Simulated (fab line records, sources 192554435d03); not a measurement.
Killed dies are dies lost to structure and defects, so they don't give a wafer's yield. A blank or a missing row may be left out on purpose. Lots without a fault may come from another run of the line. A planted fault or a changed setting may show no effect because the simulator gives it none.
Which tool did it? | flow n5_finfet | 10 lots, 28 wafers sampled, at 6 steps of a route of 1938

WHAT THE GAUGES READ, wafer by wafer
N5_HKMG_FIN_OVL_MEAS_13. Usual: NWFM_OVL -0.4 nm, standard deviation 0.62.
lot  | measured     | on         | NWFM_OVL (nm)  | flag
L593 | day 4 06:43  | overlay-02 | 0.8 -0.3 0.0   |
L594 | day 4 12:09  | overlay-01 | -0.7 -0.5 0.5  |
L595 | day 5 00:49  | overlay-01 | -0.7 -0.9 -0.7 |
L601 | day 6 06:38  | overlay-01 | -0.8 -0.7 -0.5 |
L606 | day 7 12:38  | overlay-02 | -1.0 -0.6 -1.0 |
L607 | day 7 17:49  | overlay-02 | 0.5 0.0 -0.5   |
L612 | day 8 20:58  | overlay-01 | -0.5 -0.8      |
L614 | day 10 01:17 | overlay-01 | -1.0 -0.4      |
L615 | day 10 08:11 | overlay-02 | 0.5 -0.1 0.0   |
L616 | day 10 21:38 | overlay-02 | 0.2 0.8 0.5    |

N5_HKMG_FIN_INSPECT_14: inspects for defects (macro). Usual: raw_defect_count 2.2, standard deviation 1.4.
lot  | measured     | on                | raw_defect_count | flag
L593 | day 4 06:45  | defect_inspect-01 | 1 1 2            |
L594 | day 4 12:10  | defect_inspect-01 | 3 2 3            |
L595 | day 5 00:50  | defect_inspect-01 | 0 1 1            |
L601 | day 6 06:39  | defect_inspect-01 | 1 1 3            |
L606 | day 7 12:39  | defect_inspect-01 | 2 4 3            |
L607 | day 7 17:50  | defect_inspect-02 | 0 >300 3         |
L612 | day 8 21:00  | defect_inspect-01 | 1 3              |
L614 | day 10 01:18 | defect_inspect-01 | 2 2              |
L615 | day 10 08:12 | defect_inspect-02 | 1 1 6            |
L616 | day 10 21:40 | defect_inspect-02 | 2 1 1            |

N5_BEOL_M4_RC_MEAS_101. Usual: DIBL_N 36.2 mV/V, standard deviation 1.5; DIBL_P 36.4 mV/V, standard deviation 2.1; IOFF_N 0.16 nA/um, standard deviation 0.031; IOFF_P 0.21 nA/um, standard deviation 0.037; ION_N 679 uA/um, standard deviation 11; ION_P 465 uA/um, standard deviation 7.7; SS_N 71.4 mV/dec, standard deviation 0.55; SS_P 73.2 mV/dec, standard deviation 0.63; VT_N 249 mV, standard deviation 3.3; VT_P -250 mV, standard deviation 3.4.
lot  | measured     | on        | DIBL_N (mV/V)  | DIBL_P (mV/V)  | IOFF_N (nA/um) | IOFF_P (nA/um) | ION_N (uA/um) | ION_P (uA/um) | SS_N (mV/dec)  | SS_P (mV/dec)  | VT_N (mV)   | VT_P (mV)      | flag
L593 | day 8 03:11  | prober-02 | 36.6 37.2 39.9 | 38.2 38.7 40.6 | 0.15 0.17 0.22 | 0.21 0.21 0.24 | 675 677 694   | 463 462 465   | 72.2 71.7 72.0 | 74.0 73.7 74.3 | 249 247 244 | -253 -252 -250 |
L594 | day 7 23:35  | prober-02 | 35.3 39.2 34.3 | 34.8 39.8 33.7 | 0.16 0.24 0.13 | 0.19 0.28 0.18 | 679 696 673   | 465 470 456   | 71.8 72.5 71.5 | 73.6 74.4 72.1 | 246 243 251 | -251 -245 -254 |
L595 | day 8 08:12  | prober-01 | 34.9 33.9 35.2 | 32.6 32.0 33.4 | 0.12 0.12 0.12 | 0.14 0.14 0.16 | 657 679 667   | 449 461 458   | 71.3 71.2 72.2 | 72.2 71.5 72.7 | 255 252 252 | -257 -254 -254 |
L601 | day 10 09:13 | prober-01 | 36.1 34.5 35.3 | 35.9 33.3 34.8 | 0.14 0.12 0.13 | 0.20 0.17 0.19 | 680 670 670   | 464 462 464   | 71.7 70.9 72.1 | 72.7 72.8 73.1 | 251 253 254 | -251 -254 -253 |
L606 | day 11 13:28 | prober-01 | 38.1 36.2 38.5 | 37.1 34.5 36.3 | 0.21 0.17 0.20 | 0.23 0.20 0.22 | 688 685 688   | 457 465 464   | 72.2 71.8 71.9 | 73.6 73.4 73.7 | 243 244 248 | -248 -252 -250 |
L607 | day 11 14:49 | prober-01 | 37.4 35.4 37.1 | 36.0 35.0 36.2 | 0.17 0.14 0.16 | 0.22 0.20 0.22 | 666 672 683   | 461 463 470   | 72.2 71.1 72.7 | 73.8 73.4 73.7 | 253 254 253 | -248 -253 -249 |
L612 | day 12 18:43 | prober-02 | 34.6 35.2      | 34.6 34.7      | 0.13 0.13      | 0.20 0.20      | 650 659       | 458 460       | 71.4 71.3      | 72.5 72.6      | 249 250     | -248 -247      |
L614 | day 13 20:05 | prober-01 | 33.8 36.4      | 33.1 36.4      | 0.12 0.17      | 0.17 0.22      | 663 692       | 462 474       | 70.7 71.4      | 72.3 73.4      | 251 245     | -253 -247      |
L615 | day 14 03:27 | prober-01 | 38.0 35.9 34.6 | 39.9 36.3 34.2 | 0.19 0.15 0.13 | 0.26 0.20 0.17 | 672 660 675   | 464 453 457   | 71.5 71.2 71.2 | 73.8 73.0 72.9 | 249 252 250 | -245 -250 -249 |
L616 | day 14 04:31 | prober-02 | 35.0 36.9 37.2 | 35.3 36.5 36.8 | 0.16 0.17 0.19 | 0.21 0.21 0.22 | 693 682 680   | 463 467 465   | 70.4 72.3 71.8 | 73.5 74.0 74.4 | 248 251 248 | -250 -249 -250 |

WHICH TOOL RAN EACH LOT (tool, then ch and the chambers of the sampled wafers, then the start)
lot  | N5_HKMG_FIN_WET_ETCH_65             | N5_HKMG_FIN_ALD_36                  | N5_HKMG_FIN_PWFM_ALD_03
L593 | wet_bench-01 ch 0,1,3, day 4 05:30  | ald_metal-03 ch 0,2, day 4 05:40    | ald_metal-03 ch 1,2, day 4 05:59
L594 | wet_bench-03 ch 1,2,3, day 4 10:51  | ald_metal-01 ch 0,2,3, day 4 10:58  | ald_metal-03 ch 0,2, day 4 11:17
L595 | wet_bench-01 ch 0,2,5, day 4 23:31  | ald_metal-03 ch 0,1,2, day 4 23:37  | ald_metal-01 ch 2,3, day 4 23:56
L601 | wet_bench-03 ch 1,3,7, day 6 05:20  | ald_metal-04 ch 0,1,3, day 6 05:26  | ald_metal-03 ch 1,3, day 6 05:46
L606 | wet_bench-05 ch 0,1,2, day 7 11:28  | ald_metal-04 ch 0,1,2, day 7 11:34  | ald_metal-03 ch 0,2,3, day 7 11:53
L607 | wet_bench-03 ch 1,2,6, day 7 16:31  | ald_metal-01 ch 0,1,2, day 7 16:37  | ald_metal-03 ch 1,3, day 7 16:56
L612 | wet_bench-05 ch 0,5, day 8 19:41    | ald_metal-01 ch 0,3, day 8 19:47    | ald_metal-04 ch 0,1, day 8 20:07
L614 | wet_bench-05 ch 0,3, day 9 23:59    | ald_metal-03 ch 0,1, day 10 00:05   | ald_metal-01 ch 0,1, day 10 00:25
L615 | wet_bench-01 ch 3,6,7, day 10 06:53 | ald_metal-04 ch 1,2, day 10 06:59   | ald_metal-01 ch 0,2, day 10 07:19
L616 | wet_bench-03 ch 0,2,3, day 10 20:21 | ald_metal-03 ch 0,1,3, day 10 20:27 | ald_metal-01 ch 1,2, day 10 20:46
- N5_HKMG_FIN_WET_ETCH_65: etches a-Si in TMAH, stops on TiN, time 49 s, target depth 3 nm.
- N5_HKMG_FIN_ALD_36: deposits TiN, target thk 1 nm, pulse time 1 s, purge time 3 s.
- N5_HKMG_FIN_PWFM_ALD_03: deposits TiN, target thk 2 nm, pulse time 1 s, purge time 3 s.

WHAT THE TOOLS THEMSELVES READ (means of the sampled wafers that have a number; where no wafer has one, the mark that the record gives instead)
N5_HKMG_FIN_ALD_36. Usual: heater_power_w 886 W, standard deviation 95; precursor_pulse_height_rel 0.999, standard deviation 0.02.
lot  | tool         | heater_power_w (W) | precursor_pulse_height_rel | flag
L593 | ald_metal-03 | 873                | 1.012                      |
L594 | ald_metal-01 | 958                | 0.998                      |
L595 | ald_metal-03 | 859                | 0.984                      |
L601 | ald_metal-04 | 866                | 1.009                      |
L606 | ald_metal-04 | 887                | 1.002                      |
L607 | ald_metal-01 | 905                | 0.989                      |
L612 | ald_metal-01 | 971                | 1.011                      |
L614 | ald_metal-03 | 820                | 0.998                      |
L615 | ald_metal-04 | 855                | 1.016                      |
L616 | ald_metal-03 | 886                | 1.009                      |

N5_HKMG_FIN_PWFM_ALD_03. Usual: heater_power_w 887 W, standard deviation 77; precursor_pulse_height_rel 0.999, standard deviation 0.019.
lot  | tool         | heater_power_w (W) | precursor_pulse_height_rel | flag
L593 | ald_metal-03 | 904                | 0.998                      |
L594 | ald_metal-03 | 842                | 1.006                      |
L595 | ald_metal-01 | 925                | 1.000                      |
L601 | ald_metal-03 | 906                | 0.970                      |
L606 | ald_metal-03 | 882                | 1.007                      |
L607 | ald_metal-03 | 885                | 1.020                      |
L612 | ald_metal-04 | 925                | 1.002                      |
L614 | ald_metal-01 | 932                | 1.020                      |
L615 | ald_metal-01 | 942                | 1.011                      |
L616 | ald_metal-01 | 872                | 1.010                      |

THE ANSWER, worked out from the rows above alone
Rule: a lot is off if the mean of its wafers that have a number lies more than 3 standard deviations from the usual mean. A lot without any number at a reading at which 4 lots or more have one is off too. The other lots that the step has rows for count as sound. The gauges are gone through in route order, then the tools' own readings, and for those a lot's mean is taken as printed above. The first step at which some lot is off is used, and at that step the reading that is off furthest; a lot without a number counts as furthest.
No lot is off at any reading shown: from this, nothing can be told.

WHAT THE SIMULATOR HAD PUT IN
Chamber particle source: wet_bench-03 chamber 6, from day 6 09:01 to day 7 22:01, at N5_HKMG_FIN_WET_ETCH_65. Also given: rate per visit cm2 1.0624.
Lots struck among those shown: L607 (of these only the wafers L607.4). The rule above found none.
